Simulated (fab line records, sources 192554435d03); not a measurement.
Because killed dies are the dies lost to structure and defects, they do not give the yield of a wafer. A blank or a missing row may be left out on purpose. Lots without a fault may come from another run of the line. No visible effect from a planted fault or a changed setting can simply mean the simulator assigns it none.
Which tool was responsible? -- flow n5Finfet -- 22 lots with 66 wafers sampled at 5 steps, on a route of 1938 steps

== WHAT THE GAUGES SHOWED, per wafer ==
N5_MOL_CONTACT_COAG_CD_MEAS_40: the cd target is 25.1 nm. Usual: cdNm reads 25.09 nm (standard deviation 0.24).
lot,measured,on,cdNm (nm),flag
L074,day 5 09:23,cdSem-03,24.84 24.86 24.92,
L075,day 5 13:39,cdSem-02,25.06 25.56 25.30,
L076,day 6 00:52,cdSem-01,24.91 25.08 25.05,
L077,day 6 05:29,cdSem-02,25.13 25.22 24.95,
L079,day 6 13:44,cdSem-01,24.96 25.19 24.95,
L080,day 7 04:37,cdSem-01,24.65 25.23 25.10,
L081,day 7 05:03,cdSem-01,25.37 25.25 25.70,
L082,day 7 10:12,cdSem-03,24.92 25.01 25.22,
L084,day 7 16:59,cdSem-03,25.07 25.03 25.04,
L083,day 7 18:12,cdSem-02,25.05 24.85 25.00,
L085,day 8 01:37,cdSem-02,24.98 25.04 24.67,
L086,day 8 08:47,cdSem-03,25.16 25.19 24.71,
L088,day 8 20:07,cdSem-03,25.38 25.12 24.85,
L089,day 8 23:43,cdSem-02,25.20 25.16 25.02,
L090,day 9 02:49,cdSem-03,25.38 25.07 25.14,
L091,day 9 07:23,cdSem-01,24.79 25.10 25.08,
L092,day 9 16:14,cdSem-01,25.10 25.42 25.16,
L093,day 9 21:42,cdSem-03,25.16 25.21 25.61,
L094,day 10 08:01,cdSem-03,25.00 25.36 25.00,
L095,day 11 05:59,cdSem-03,24.78 25.27 24.72,
L096,day 11 09:41,cdSem-01,25.22 24.64 24.75,
L097,day 11 22:59,cdSem-02,25.06 25.22 25.06,

N5_MOL_CONTACT_COAG_THK_MEAS_53. Usual: VIA_MOL_THK gives 43.8 nm (standard deviation 0.63).
lot,measured,on,VIA_MOL_THK (nm),flag
L074,day 5 11:23,filmMetro-02,44.0 44.6 43.9,
L075,day 5 15:32,filmMetro-02,43.0 43.9 43.7,
L076,day 6 02:34,filmMetro-01,43.5 43.2 44.2,
L077,day 6 07:11,filmMetro-01,43.5 43.9 43.7,
L079,day 6 15:31,filmMetro-02,43.7 44.2 44.0,
L080,day 7 06:34,filmMetro-01,44.3 45.1 43.3,
L081,day 7 06:56,filmMetro-02,42.5 43.3 44.6,
L082,day 7 12:11,filmMetro-02,43.2 43.0 44.7,
L084,day 7 18:50,filmMetro-02,43.4 44.5 44.8,
L083,day 7 19:53,filmMetro-01,43.4 44.7 44.1,
L085,day 8 03:18,filmMetro-01,43.1 43.4 44.1,
L086,day 8 10:30,filmMetro-01,44.1 43.9 43.9,
L088,day 8 22:16,filmMetro-02,45.0 45.4 44.8,
L089,day 9 01:37,filmMetro-01,43.3 43.2 43.5,
L090,day 9 04:34,filmMetro-01,44.4 44.7 43.9,
L091,day 9 09:07,filmMetro-02,43.4 43.5 43.4,
L092,day 9 17:59,filmMetro-01,42.7 43.8 43.7,
L093,day 9 23:24,filmMetro-01,43.6 44.3 44.4,
L094,day 10 10:04,filmMetro-01,44.0 43.8 44.0,
L095,day 11 07:43,filmMetro-01,43.6 44.1 44.0,
L096,day 11 11:25,filmMetro-02,43.5 43.3 44.3,
L097,day 12 00:56,filmMetro-02,43.3 43.9 44.6,

== TOOL THAT RAN EACH LOT (tool first, then ch and the chambers of the sampled wafers, then the start) ==
lot,N5_MOL_CONTACT_COAG_STRIP_119,N5_MOL_CONTACT_COAG_ETCH_67,N5_MOL_CONTACT_COAG_STRIP_72
L074,"plasmaAsher-02 ch 0,1, day 5 08:48","rieDiel-03 ch 0,2, day 5 10:10","rieDiel-03 ch 0,2, day 5 10:25"
L075,"plasmaAsher-02 ch 0,1, day 5 13:11","rieDiel-02 ch 0,1,2, day 5 14:19","rieDiel-02 ch 0,1,2, day 5 14:34"
L076,"plasmaAsher-01 ch 0, day 6 00:23","rieDiel-02 ch 0,1,2, day 6 01:21","rieDiel-02 ch 0,1,2, day 6 01:35"
L077,"plasmaAsher-02 ch 0,1, day 6 05:01","rieDiel-02 ch 0,1,3, day 6 05:57","rieDiel-02 ch 0,1,3, day 6 06:12"
L079,"plasmaAsher-01 ch 0, day 6 13:16","rieDiel-02 ch 1,2, day 6 14:17","rieDiel-02 ch 1,2, day 6 14:32"
L080,"plasmaAsher-02 ch 0,1, day 7 04:10","rieDiel-02 ch 0,1,2, day 7 05:20","rieDiel-02 ch 0,1,2, day 7 05:35"
L081,"plasmaAsher-01 ch 0,1, day 7 04:28","rieDiel-03 ch 2,3, day 7 05:43","rieDiel-03 ch 2,3, day 7 05:58"
L082,"plasmaAsher-01 ch 0,1, day 7 09:44","rieDiel-02 ch 0,1,3, day 7 10:58","rieDiel-02 ch 0,1,3, day 7 11:13"
L084,"plasmaAsher-02 ch 0,1, day 7 16:20","rieDiel-03 ch 0,1,3, day 7 17:33","rieDiel-03 ch 0,1,3, day 7 17:48"
L083,"plasmaAsher-01 ch 0,1, day 7 17:37","rieDiel-02 ch 1,3, day 7 18:40","rieDiel-02 ch 1,3, day 7 18:55"
L085,"plasmaAsher-01 ch 0,1, day 8 01:08","rieDiel-01 ch 2,3, day 8 02:05","rieDiel-01 ch 2,3, day 8 02:19"
L086,"plasmaAsher-02 ch 0,1, day 8 08:19","rieDiel-01 ch 2,3, day 8 09:15","rieDiel-01 ch 2,3, day 8 09:30"
L088,"plasmaAsher-02 ch 0,1, day 8 19:32","rieDiel-03 ch 0,1,3, day 8 20:41","rieDiel-03 ch 0,1,3, day 8 20:56"
L089,"plasmaAsher-02 ch 0,1, day 8 23:16","rieDiel-01 ch 0,2,3, day 9 00:24","rieDiel-01 ch 0,2,3, day 9 00:38"
L090,"plasmaAsher-02 ch 0,1, day 9 02:18","rieDiel-02 ch 1,3, day 9 03:17","rieDiel-02 ch 1,3, day 9 03:32"
L091,"plasmaAsher-02 ch 0,1, day 9 06:46","rieDiel-02 ch 0,1, day 9 07:52","rieDiel-02 ch 0,1, day 9 08:07"
L092,"plasmaAsher-01 ch 1, day 9 15:46","rieDiel-01 ch 2,3, day 9 16:45","rieDiel-01 ch 2,3, day 9 16:59"
L093,"plasmaAsher-01 ch 0,1, day 9 21:11","rieDiel-03 ch 0,1,2, day 9 22:11","rieDiel-03 ch 0,1,2, day 9 22:26"
L094,"plasmaAsher-01 ch 1, day 10 07:33","rieDiel-01 ch 1,2, day 10 08:50","rieDiel-01 ch 1,2, day 10 09:05"
L095,"plasmaAsher-02 ch 1, day 11 05:24","rieDiel-02 ch 0,2,3, day 11 06:30","rieDiel-02 ch 0,2,3, day 11 06:44"
L096,"plasmaAsher-01 ch 0,1, day 11 09:06","rieDiel-03 ch 0,1,3, day 11 10:12","rieDiel-03 ch 0,1,3, day 11 10:27"
L097,"plasmaAsher-01 ch 0,1, day 11 22:25","rieDiel-01 ch 0,2,3, day 11 23:43","rieDiel-01 ch 0,2,3, day 11 23:57"
- N5_MOL_CONTACT_COAG_STRIP_119: strips in N2/H2, time 30 s.
- N5_MOL_CONTACT_COAG_ETCH_67: etches SOC in N2/H2, target depth 60 nm, overetch 21 nm, time 101.2 s.
- N5_MOL_CONTACT_COAG_STRIP_72: strips in N2/H2.

== WHAT THE TOOLS THEMSELVES READ (means of the sampled wafers that have a number; where no wafer has one, the mark that the record gives instead) ==
N5_MOL_CONTACT_COAG_STRIP_119. Usual: drypumpMotorCurrentA 5.8 A, standard deviation 0.58; heaterPowerW 320 W, standard deviation 25.
lot,tool,drypumpMotorCurrentA (A),heaterPowerW (W),flag
L074,plasmaAsher-02,5.6,330,
L075,plasmaAsher-02,5.6,333,
L076,plasmaAsher-01,5.9,294,
L077,plasmaAsher-02,5.2,314,
L079,plasmaAsher-01,5.9,291,
L080,plasmaAsher-02,5.2,320,
L081,plasmaAsher-01,6.2,329,
L082,plasmaAsher-01,6.1,316,
L084,plasmaAsher-02,5.6,336,
L083,plasmaAsher-01,6.2,322,
L085,plasmaAsher-01,6.2,321,
L086,plasmaAsher-02,5.2,308,
L088,plasmaAsher-02,5.6,340,
L089,plasmaAsher-02,5.6,333,
L090,plasmaAsher-02,5.6,333,
L091,plasmaAsher-02,5.2,318,
L092,plasmaAsher-01,6.4,338,
L093,plasmaAsher-01,6.1,306,
L094,plasmaAsher-01,6.4,331,
L095,plasmaAsher-02,6.0,352,
L096,plasmaAsher-01,6.2,325,
L097,plasmaAsher-01,6.1,310,

N5_MOL_CONTACT_COAG_ETCH_67. Usual: chamberPressureMTorr 29.996 mTorr, standard deviation 0.029; drypumpMotorCurrentA 5.5 A, standard deviation 0.3; oesProductAu 0.66 a.u., standard deviation 0.067; rfVppV 522.8 V, standard deviation 2.7; showerheadPlenumPTorr 2.50 Torr, standard deviation 0.096; throttleValvePct 17.85 %, standard deviation 0.22.
lot,tool,chamberPressureMTorr (mTorr),drypumpMotorCurrentA (A),oesProductAu (a.u.),rfVppV (V),showerheadPlenumPTorr (Torr),throttleValvePct (%),flag
L074,rieDiel-03,29.993,5.6,0.67,523.7,2.56,18.01,
L075,rieDiel-02,29.996,5.4,0.59,522.5,2.51,17.86,
L076,rieDiel-02,30.002,5.4,0.59,523.0,2.51,17.88,
L077,rieDiel-02,29.993,5.3,0.61,521.6,2.46,17.94,
L079,rieDiel-02,29.989,5.2,0.58,523.6,2.53,17.84,
L080,rieDiel-02,30.013,5.4,0.58,522.6,2.50,17.88,
L081,rieDiel-03,29.997,5.7,0.67,518.3,2.37,17.74,
L082,rieDiel-02,29.993,5.2,0.60,521.5,2.45,17.97,
L084,rieDiel-03,29.958,5.7,0.68,523.9,2.53,17.87,
L083,rieDiel-02,30.006,5.1,0.60,522.5,2.47,17.93,
L085,rieDiel-01,29.968,5.8,0.67,524.6,2.57,17.85,
L086,rieDiel-01,29.986,5.7,0.67,524.7,2.56,17.88,
L088,rieDiel-03,29.988,5.7,0.68,523.3,2.53,17.88,
L089,rieDiel-01,30.038,5.6,0.70,524.7,2.54,17.72,
L090,rieDiel-02,30.005,5.2,0.70,521.9,2.45,17.94,
L091,rieDiel-02,30.016,5.1,0.74,522.6,2.47,17.56,
L092,rieDiel-01,29.992,5.8,0.66,524.2,2.56,17.89,
L093,rieDiel-03,29.983,5.6,0.63,521.7,2.46,17.97,
L094,rieDiel-01,29.985,5.4,0.68,523.9,2.57,17.94,
L095,rieDiel-02,29.992,5.6,0.64,521.9,2.47,17.91,
L096,rieDiel-03,30.012,5.7,0.66,523.7,2.52,17.92,
L097,rieDiel-01,29.999,5.6,0.67,523.9,2.53,17.74,

N5_MOL_CONTACT_COAG_STRIP_72. Usual: for chamberPressureMTorr, 20.00 mTorr with a standard deviation of 0.049; for drypumpMotorCurrentA, 5.49 A with a standard deviation of 0.3; for oesProductAu, 0.78 a.u. with a standard deviation of 0.086; for powerW, 449.9 W with a standard deviation of 1.6; for rfVppV, 58.8 V with a standard deviation of 1.9; for showerheadPlenumPTorr, 2.49 Torr with a standard deviation of 0.096; for throttleValvePct, 23.66 % with a standard deviation of 0.28.
lot,tool,chamberPressureMTorr (mTorr),drypumpMotorCurrentA (A),oesProductAu (a.u.),powerW (W),rfVppV (V),showerheadPlenumPTorr (Torr),throttleValvePct (%),flag
L074,rieDiel-03,19.97,5.60,0.81,449.6,57.6,2.56,23.84,
L075,rieDiel-02,20.00,5.39,0.70,448.8,61.1,2.51,23.64,
L076,rieDiel-02,19.96,5.37,0.69,449.0,58.1,2.50,23.66,
L077,rieDiel-02,20.01,5.24,0.72,449.7,58.8,2.45,23.76,
L079,rieDiel-02,20.01,5.23,0.68,449.9,58.6,2.52,23.56,
L080,rieDiel-02,20.03,5.40,0.68,450.7,58.0,2.50,23.64,
L081,rieDiel-03,20.01,5.65,0.80,451.7,58.7,2.36,23.41,
L082,rieDiel-02,20.00,5.26,0.70,449.3,59.3,2.45,23.75,
L084,rieDiel-03,19.94,5.73,0.82,450.4,59.0,2.53,23.67,
L083,rieDiel-02,19.96,5.09,0.70,449.8,59.1,2.47,23.66,
L085,rieDiel-01,19.99,5.78,0.81,449.3,59.0,2.56,23.69,
L086,rieDiel-01,20.02,5.78,0.82,450.3,58.5,2.56,23.69,
L088,rieDiel-03,19.94,5.69,0.81,451.1,60.5,2.52,23.68,
L089,rieDiel-01,19.98,5.62,0.85,449.7,60.0,2.53,23.52,
L090,rieDiel-02,19.96,5.23,0.83,448.8,59.9,2.44,23.85,
L091,rieDiel-02,20.05,5.09,0.90,450.4,58.9,2.46,23.33,
L092,rieDiel-01,19.99,5.78,0.80,450.5,58.6,2.56,23.68,
L093,rieDiel-03,19.99,5.62,0.75,450.0,60.3,2.46,23.75,
L094,rieDiel-01,19.99,5.39,0.82,449.4,58.3,2.56,23.88,
L095,rieDiel-02,19.97,5.54,0.77,449.5,56.6,2.47,23.78,
L096,rieDiel-03,20.00,5.70,0.78,449.0,59.4,2.51,23.72,
L097,rieDiel-01,19.98,5.60,0.81,450.9,59.7,2.52,23.57,

== THE ANSWER, worked out from the rows above alone ==
Rule: a lot is off if the mean of its wafers that have a number lies more than 3 standard deviations from the usual mean. A lot without any number at a reading at which 4 lots or more have one is off too. The other lots that the step has rows for count as sound. After the gauges, taken in route order, come the tools' own readings; for these a lot's mean is taken, as printed above. The first step at which some lot is off is used, and at that step the reading that is off furthest; a lot without a number counts as furthest.
No lot is off at any reading shown: from this, nothing can be told.

== WHAT THE SIMULATOR HAD INSERTED ==
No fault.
